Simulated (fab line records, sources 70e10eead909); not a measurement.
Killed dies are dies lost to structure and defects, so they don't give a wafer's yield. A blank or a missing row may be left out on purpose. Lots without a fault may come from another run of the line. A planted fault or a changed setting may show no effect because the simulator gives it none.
fab line records | flow nand_harc
record lots=13 wafers=39 last_day=34
route steps=1302 shown A_CONTACT@1084
lots that met no fault: from a run of the same line without faults
start_h: hours from the record's first day to the start of the lot's first wafer shown | wait_h: hours since the lot's step before | " the same as in the row above | L1.1+2: a row that stands for several wafers | - no value, or no start given | * or withheld: withheld | < > ~ a bound
route shown NAME@n: a module of which the file shows steps, and the number in the route of the first | usual: mean/standard deviation of fault-free wafers | same: alike in all rows | chamber/n: place in a boat | sites: the reading at each site | _std_site: their standard deviation | _edge_site: outer sites' mean less inner sites' | radius_mm: how far each site lies from the wafer's centre | mask NAME#n: copy n | behind: the tool/chamber that last shaped the wafer | hold: why the lot was held/for how many hours/how that ended | device: the transistor (n, p or np) that didn't switch | end of line: the same wafers' tests at the end of the route | a step without rows: its recipe alone | killed: dies lost to structure and defects at the first sort, not the wafer's yield | map: a wafer's dies, x killed, . not, _ none there
set.NAME: the setting as run; set.NAME@STEP: as run at that earlier step | model.NAME: the simulator's own value behind a step, which no gauge read
steps of the route over a sample of lots; a table a step, a row a wafer
services: from which hour (start_h, from the record's first day; less than 0 if before it) a tool's chamber was out of use, for how many hours, and why
## steps
# step NHARC_A_CONTACT_ETCH_30
# recipe target_depth_a=726 time_s=36.3 cf4_flow_sccm=100 chf3_flow_sccm=30 ar_flow_sccm=0 rf_w=500 bias_w=200 chemistry=CF4/CHF3
# usual chamber_pressure_mTorr=25.000/0.022 drypump_motor_current_A=5.5/0.45 mfc_ar_sccm=0.012/0.015 oes_product_au=0.925/0.018 rf_vpp_V=370.5/3 showerhead_plenum_p_Torr=1.57/0.083 throttle_valve_pct=16.801/0.0097
# columns lot.wafer tool chamber start_h wait_h chamber_pressure_mTorr drypump_motor_current_A mfc_ar_sccm oes_product_au rf_hours_counter_h rf_vpp_V showerhead_plenum_p_Torr throttle_valve_pct
L966.2 rie_diel-06 2 - - 24.976 6.0 0.008 0.914 4 368.0 1.49 16.800
L966.3 " 0 " " 24.973 5.0 0.007 0.919 2 372.9 1.69 16.801
L966.6 " 2 " " 25.038 6.0 0.008 0.923 - 368.1 1.49 16.804
L968.1 rie_diel-07 3 - - 25.035 5.6 0.036 0.915 16 367.3 1.46 16.806
L968.5 " 2 " " 25.027 5.1 0 0.922 - 373.8 1.67 16.797
L968.6 " 3 " " 24.995 5.5 0.036 0.925 - 366.7 1.46 16.805
L967.4 rie_diel-06 0 - - 24.984 5.0 0.007 0.916 5 374.3 1.69 16.818
L967.1 " 1 " " 24.997 5.3 0.045 0.905 6 370.4 1.54 16.794
L967.6 " 0 " " 25.022 5.0 0.007 0.916 - 373.9 1.69 16.784
L969.1 rie_diel-06 3 - - 24.993 5.6 0 0.912 8 365.9 1.49 16.817
L969.6 " 0 " " 25.015 4.9 0.007 0.926 - 373.7 1.69 16.807
L969.5 " 1 " " 24.974 5.3 0.045 0.903 - 368.8 1.54 16.807
L971.2 rie_diel-06 2 - - 25.004 6.0 0.008 0.980 10 365.6 1.49 16.796
L971.3 " 3 " " 24.997 5.6 0 0.969 9 367.7 1.49 16.796
L971.6 " 3 " " 25.016 5.6 0 0.959 - 368.6 1.49 16.805
L970.2 rie_diel-11 2 - - 24.984 6.0 0 0.931 40 374.2 1.66 16.800
L970.5 " 2 " " 25.028 6.0 0 0.920 - 373.7 1.66 16.806
L970.6 " 3 " " 25.004 5.5 0 0.922 - 372.7 1.62 16.809
L972.2 rie_diel-07 1 - - 24.987 6.3 0.009 0.925 26 371.5 1.59 16.792
L972.1 " 0 " " 24.987 4.9 0.011 0.925 28 370.3 1.53 16.792
L972.6 " 1 " " 25.031 6.2 0.009 0.934 - 370.9 1.59 16.796
L974.3 rie_diel-11 1 - - 24.967 6.4 0 0.910 57 373.7 1.67 16.796
L974.2 " 0 " " 25.015 5.3 0.009 0.929 49 367.7 1.49 16.825
L974.6 " 3 " " 25.012 5.5 0 0.905 - 371.9 1.62 16.787
L973.3 rie_diel-06 2 - - 25.018 6.0 0.008 0.922 18 367.9 1.49 16.813
L973.1 " 3 " " 24.997 5.6 0 0.917 17 367.6 1.49 16.796
L973.5 " 3 " " 25.022 5.6 0 0.919 - 367.9 1.49 16.814
L980.1 rie_diel-06 0 - - 25.033 4.9 0.007 0.927 22 373.9 1.69 16.789
L980.5 " 3 " " 25.017 5.7 0 0.913 - 367.7 1.48 16.806
L980.6 " 0 " " 25.010 5.0 0.007 0.910 - 375.6 1.69 16.792
L982.2 rie_diel-11 0 - - 24.993 5.3 0.009 0.936 19 367.6 1.48 16.799
L982.1 " 1 " " 25.025 6.4 0 0.935 20 372.4 1.66 16.813
L982.5 " 3 " " 24.945 5.5 0 0.912 - 372.6 1.61 16.798
L988.2 rie_diel-06 1 - - 24.964 5.3 0.045 0.921 11 369.3 1.53 16.806
L988.3 " 3 " " 25.032 5.6 0 0.929 12 368.4 1.48 16.795
L988.6 " 1 " " 25.023 5.3 0.045 0.909 - 367.9 1.53 16.802
L989.3 rie_diel-11 3 - - 24.987 5.5 0 0.927 55 372.5 1.60 16.804
L989.5 " 0 " " 24.991 5.3 0.009 0.926 - 366.2 1.47 16.795
L989.6 " 1 " " 24.983 6.4 0 0.933 - 372.1 1.65 16.794
# step NHARC_A_CONTACT_ETCH_135
# recipe source_w=withheld pressure_mtorr=20 bias_v=1200 time_s=311 target_depth_a=19120 ar_flow_sccm=withheld c4f8_flow_sccm=withheld o2_flow_sccm=withheld chemistry=C4F8/O2/Ar
# usual chamber_pressure_mTorr=19.999/0.018
# columns lot.wafer tool chamber start_h wait_h chamber_pressure_mTorr rf_hours_counter_h
L966.2 har_cap_etch-01 0 515.50 0.2 19.978 0
L966.3 " 1 " " 20.017 -
L966.6 " 1 " " 19.989 -
L968.1 har_cap_etch-03 0 527.12 0.2 19.987 50
L968.6 " 0 " " 20.020 -
L968.5 " 1 " " 20.017 -
L967.1 har_cap_etch-03 1 531.34 0.2 20.030 51
L967.4 " 0 " " 19.974 -
L967.6 " 1 " " 19.995 -
L969.1 har_cap_etch-01 1 543.15 0.2 19.985 7
L969.6 " 0 " " 20.008 -
L969.5 " 1 " " 19.991 -
L971.2 har_cap_etch-01 0 548.48 0.2 19.976 9
L971.3 " 1 " " 19.969 -
L971.6 " 0 " " 20.004 -
L970.2 har_cap_etch-02 0 550.04 0.2 19.985 97
L970.5 " 1 " " 20.012 -
L970.6 " 0 " " 19.981 -
L972.1 har_cap_etch-03 0 565.23 0.2 20.032 57
L972.2 " 1 " " 19.982 57
L972.6 " 1 " " 19.998 -
L974.2 har_cap_etch-03 0 588.40 0.2 19.990 60
L974.3 " 0 " " 19.997 -
L974.6 " 1 " " 20.016 -
L973.1 har_cap_etch-03 0 605.46 0.2 20.003 63
L973.3 " 0 " " 19.991 -
L973.5 " 1 " " 20.008 -
L980.1 har_cap_etch-01 0 655.74 0.2 20.017 24
L980.6 " 0 " " 20.002 -
L980.5 " 1 " " 19.980 -
L982.1 har_cap_etch-02 1 677.48 0.2 20.008 117
L982.2 " 0 " " 19.983 117
L982.5 " 0 " " 20.006 -
L988.2 har_cap_etch-02 0 738.87 0.2 20.041 128
L988.3 " 1 " " 19.985 -
L988.6 " 1 " " 19.972 -
L989.3 har_cap_etch-03 0 762.40 0.3 19.994 -
L989.6 " 0 " " 20.003 -
L989.5 " 1 " " 19.999 -
# step NHARC_A_CONTACT_ETCH_92
# recipe target_depth_a=400 over_etch_frac=0.5 time_s=85.7 ion_energy_ev=120 ch3f_flow_sccm=50 o2_flow_sccm=30 ar_flow_sccm=200 rf_w=500 bias_w=100 chemistry=CH3F/O2
# usual chamber_pressure_mTorr=25.000/0.022 drypump_motor_current_A=5.5/0.43 mfc_ar_sccm=200.0/0.65 oes_product_au=0.930/0.027 rf_vpp_V=244.0/2 showerhead_plenum_p_Torr=2.43/0.13 throttle_valve_pct=20.662/0.0093
# same over_etch_frac=0.5
# columns lot.wafer tool chamber start_h wait_h chamber_pressure_mTorr drypump_motor_current_A mfc_ar_sccm oes_product_au rf_hours_counter_h rf_vpp_V showerhead_plenum_p_Torr throttle_valve_pct
L966.2 rie_diel-06 0 517.11 0.5 25.030 4.9 199.3 0.914 3 247.3 2.65 20.656
L966.3 " 1 " " 25.003 5.3 199.8 0.907 3 242.0 2.40 20.670
L966.6 " 0 " " 24.998 4.9 199.6 0.918 - 247.3 2.65 20.657
L968.1 rie_diel-06 0 528.78 0.5 25.005 4.9 200.8 0.983 5 248.2 2.65 20.666
L968.5 " 3 " " 24.996 5.6 200.2 0.993 - 241.7 2.32 20.665
L968.6 " 0 " " 24.966 4.9 200.0 0.994 - 247.5 2.65 20.654
L967.1 rie_diel-11 1 532.95 0.5 25.003 6.4 200.8 0.916 37 245.2 2.62 20.674
L967.4 " 1 " " 24.945 6.4 199.6 0.921 - 247.2 2.62 20.664
L967.6 " 2 " " 24.993 6.0 201.4 0.929 - 246.1 2.60 20.665
L969.1 rie_diel-06 0 544.80 0.5 25.016 5.0 199.7 0.918 9 245.8 2.64 20.645
L969.5 " 1 " " 25.023 5.3 199.7 0.910 - 244.2 2.40 20.654
L969.6 " 2 " " 24.974 6.0 200.0 0.931 - 243.2 2.32 20.680
L971.3 rie_diel-07 1 550.08 0.4 24.970 6.2 200.0 0.924 22 243.7 2.49 20.653
L971.2 " 2 " " 25.048 5.1 199.3 0.916 23 247.4 2.61 20.661
L971.6 " 2 " " 24.990 5.1 199.2 0.902 - 246.5 2.60 20.669
L970.2 rie_diel-06 2 551.66 0.5 24.981 6.0 198.9 0.913 10 243.5 2.32 20.662
L970.6 " 1 " " 25.024 5.3 200.0 0.922 - 244.6 2.40 20.677
L970.5 " 2 " " 25.016 6.0 199.6 0.928 - 242.3 2.32 20.669
L972.2 rie_diel-07 1 566.89 0.5 24.997 6.2 200.2 0.937 26 244.4 2.49 20.677
L972.1 " 2 " " 24.964 5.1 199.3 0.930 27 247.7 2.60 20.660
L972.6 " 2 " " 24.983 5.1 198.6 0.925 - 248.4 2.60 20.659
L974.2 rie_diel-06 3 590.45 0.5 25.008 5.6 200.9 0.911 13 244.3 2.32 20.647
L974.3 " 1 " " 24.983 5.3 199.9 0.911 14 244.4 2.40 20.660
L974.6 " 2 " " 24.968 6.0 198.7 0.911 - 243.7 2.32 20.672
L973.3 rie_diel-06 3 607.05 0.4 24.976 5.6 200.4 0.923 18 241.5 2.32 20.670
L973.1 " 2 " " 25.031 6.0 200.1 0.927 19 242.9 2.32 20.650
L973.5 " 2 " " 24.990 6.0 199.2 0.939 - 241.7 2.32 20.658
L980.1 rie_diel-06 3 657.39 0.5 25.021 5.7 199.7 0.917 26 242.7 2.32 20.647
L980.5 " 2 " " 25.020 6.0 200.3 0.929 - 242.1 2.32 20.657
L980.6 " 3 " " 25.006 5.6 200.0 0.921 - 241.5 2.32 20.656
L982.1 rie_diel-06 3 679.13 0.5 25.041 5.6 200.1 1.000 2 240.3 2.32 20.664
L982.2 " 1 " " 25.002 5.3 199.9 0.983 2 243.0 2.39 20.667
L982.5 " 3 " " 24.980 5.6 200.9 1.005 - 242.4 2.32 20.659
L988.3 rie_diel-06 2 740.49 0.4 25.047 6.0 198.9 0.948 11 242.0 2.31 20.656
L988.2 " 0 " " 24.993 4.9 201.2 0.942 13 245.8 2.63 20.664
L988.6 " 2 " " 25.011 6.0 199.3 0.939 - 242.3 2.31 20.672
L989.3 rie_diel-06 2 764.39 0.5 25.010 6.0 200.6 0.935 15 243.3 2.31 20.661
L989.6 " 1 " " 24.967 5.3 198.6 0.905 - 244.3 2.39 20.664
L989.5 " 2 " " 24.984 6.0 200.5 0.942 - 242.1 2.31 20.671
# step NHARC_A_CONTACT_ETCH_110
# recipe target_depth_a=600 overetch_a=60 time_s=33 ion_energy_ev=100 cf4_flow_sccm=80 o2_flow_sccm=20 ar_flow_sccm=0 rf_w=300 bias_w=100 chemistry=CF4/O2
# usual chamber_pressure_mTorr=30.003/0.025 drypump_motor_current_A=5.5/0.45 mfc_ar_sccm=0.011/0.014 oes_product_au=0.996/0.0098 rf_vpp_V=197.6/1.7 showerhead_plenum_p_Torr=1.33/0.071 throttle_valve_pct=13.397/0.0089
# columns lot.wafer tool chamber start_h wait_h chamber_pressure_mTorr drypump_motor_current_A mfc_ar_sccm oes_product_au rf_hours_counter_h rf_vpp_V showerhead_plenum_p_Torr throttle_valve_pct
L966.2 rie_diel-06 1 518.11 0.1 29.985 5.3 0.045 0.970 3 196.7 1.30 13.407
L966.3 " 0 " " 30.041 5.0 0.007 1.005 3 200.2 1.44 13.398
L966.6 " 1 " " 30.046 5.3 0.045 0.977 - 196.0 1.30 13.394
L968.1 rie_diel-06 0 529.28 0.1 30.055 4.9 0.007 0.992 5 200.6 1.44 13.398
L968.5 " 3 " " 29.985 5.6 0 0.998 - 197.2 1.26 13.392
L968.6 " 0 " " 30.004 5.0 0.007 0.991 - 198.9 1.44 13.390
L967.1 rie_diel-07 3 533.49 0.1 29.955 5.5 0.036 0.995 17 196.3 1.24 13.395
L967.4 " 0 " " 29.982 4.9 0.011 0.988 16 197.5 1.30 13.414
L967.6 " 3 " " 29.987 5.5 0.036 0.999 - 195.5 1.24 13.405
L969.1 rie_diel-11 3 545.30 0.1 30.017 5.5 0 0.995 40 198.2 1.38 13.400
L969.5 " 3 " " 29.989 5.5 0 1.002 - 199.0 1.38 13.387
L969.6 " 0 " " 29.988 5.3 0.009 1.018 - 195.7 1.26 13.405
L971.3 rie_diel-07 2 550.60 0.1 30.002 5.1 0 0.992 23 199.4 1.41 13.402
L971.2 " 3 " " 30.012 5.5 0.036 0.996 24 196.3 1.24 13.387
L971.6 " 2 " " 30.019 5.1 0 0.979 - 199.1 1.41 13.408
L970.2 rie_diel-07 0 552.16 0.1 29.952 4.9 0.011 0.989 24 197.9 1.30 13.419
L970.5 " 2 " " 29.952 5.1 0 0.992 - 200.6 1.42 13.393
L970.6 " 3 " " 30.062 5.5 0.036 0.993 - 196.5 1.24 13.394
L972.1 rie_diel-07 1 567.40 0.1 30.004 6.3 0.009 1.012 26 198.4 1.35 13.406
L972.2 " 2 " " 30.019 5.2 0 0.997 27 199.6 1.41 13.398
L972.6 " 1 " " 30.009 6.3 0.009 1.015 - 197.7 1.35 13.403
L974.2 rie_diel-06 2 591.44 0.1 29.995 6.0 0.008 0.998 14 195.2 1.26 13.393
L974.3 " 3 " " 29.961 5.6 0 0.989 13 197.4 1.26 13.393
L974.6 " 3 " " 29.963 5.6 0 0.993 - 194.5 1.26 13.412
L973.3 rie_diel-11 0 607.60 0.1 30.034 5.3 0.009 1.006 59 195.8 1.26 13.385
L973.1 " 2 " " 29.986 6.0 0 1.003 50 198.0 1.41 13.402
L973.5 " 0 " " 30.017 5.3 0.009 1.004 - 196.3 1.26 13.385
L980.1 rie_diel-06 2 657.89 0.1 29.969 6.0 0.008 1.001 25 195.0 1.26 13.397
L980.6 " 3 " " 29.991 5.6 0 0.999 - 198.3 1.26 13.396
L980.5 " 0 " " 30.003 4.9 0.007 0.900 - 200.2 1.43 13.413
L982.1 rie_diel-06 3 679.64 0.1 30.020 5.6 0 0.997 2 197.5 1.26 13.394
L982.2 " 0 " " 30.015 4.9 0.007 0.910 2 199.7 1.43 13.378
L982.5 " 3 " " 29.952 5.6 0 0.993 - 194.7 1.26 13.408
L988.3 rie_diel-11 3 741.03 0.1 29.988 5.5 0 1.000 50 197.0 1.36 13.393
L988.2 " 0 " " 30.007 5.3 0.009 1.005 40 196.2 1.25 13.397
L988.6 " 1 " " 30.051 6.4 0 1.010 - 200.0 1.41 13.415
L989.3 rie_diel-11 1 764.92 0.1 29.996 6.4 0 1.007 59 201.5 1.40 13.407
L989.6 " 3 " " 29.988 5.5 0 0.999 - 198.3 1.36 13.409
L989.5 " 0 " " 30.010 5.3 0.009 0.997 - 195.1 1.25 13.383
## services
# columns tool chamber start_h hours kind
rie_diel-06 0 493.23 - clean
rie_diel-06 1 493.23 - clean
rie_diel-06 2 493.23 - clean
rie_diel-06 3 493.23 - clean
har_cap_etch-01 - 497.00 17.0 pm
rie_diel-06 0 517.73 - clean
rie_diel-06 1 517.73 - clean
rie_diel-06 2 517.73 - clean
rie_diel-06 3 517.73 - clean
rie_diel-11 2 564.00 30.2 repair
rie_diel-07 2 577.42 6.4 repair
rie_diel-06 0 600.53 8.0 repair
rie_diel-11 1 609.25 2.6 repair
rie_diel-11 - 614.22 9.0 pm
har_cap_etch-03 - 622.86 0.5 repair
rie_diel-07 - 649.29 9.0 pm
rie_diel-06 - 661.23 9.0 pm
rie_diel-11 0 666.53 5.0 repair
har_cap_etch-01 - 668.66 2.5 repair
rie_diel-11 2 724.01 20.3 repair
rie_diel-11 0 730.90 4.9 repair
rie_diel-06 2 743.08 4.0 repair
har_cap_etch-02 - 754.00 17.0 pm
rie_diel-06 0 755.14 10.5 repair
## key
first_sign step=NHARC_A_CONTACT_ETCH_110 reading=oes_product_au direction=down sigmas=9.3 usual=0.996 struck=0.905
effect none on later readings
met_at NHARC_A_CONTACT_ETCH_110
struck_lots L980,L982
struck_wafers L980.5,L982.2
later_rows_left_out L980.5,L982.2
sort_left_out L980.5,L982.2
tester_left_out L980,L982
not_acting_at NHARC_A_CONTACT_ETCH_30,NHARC_A_CONTACT_ETCH_135,NHARC_A_CONTACT_ETCH_92
onset_between 529.28 657.89
fault kind=process_parameter_drift tool=rie_diel-06 chamber=0 onset_h=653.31 steps=NHARC_A_CONTACT_ETCH_110 channel=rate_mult offset=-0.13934 shape=step end_h=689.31
# tester_left_out: of these lots the tester's yield and bins aren't shown, on N5 and GAA mostly nor the transistor test; their killed dies are dies lost to structure and defects alone, not to doping, threshold or leakage, so they don't give the yield
# sort_left_out: the simulated sort isn't trusted on such a fault, so these wafers' sort isn't shown, and their yield isn't known
# later_rows_left_out: the simulator's readings of these wafers behind a module that went badly wrong aren't trusted and aren't shown, but for the sort
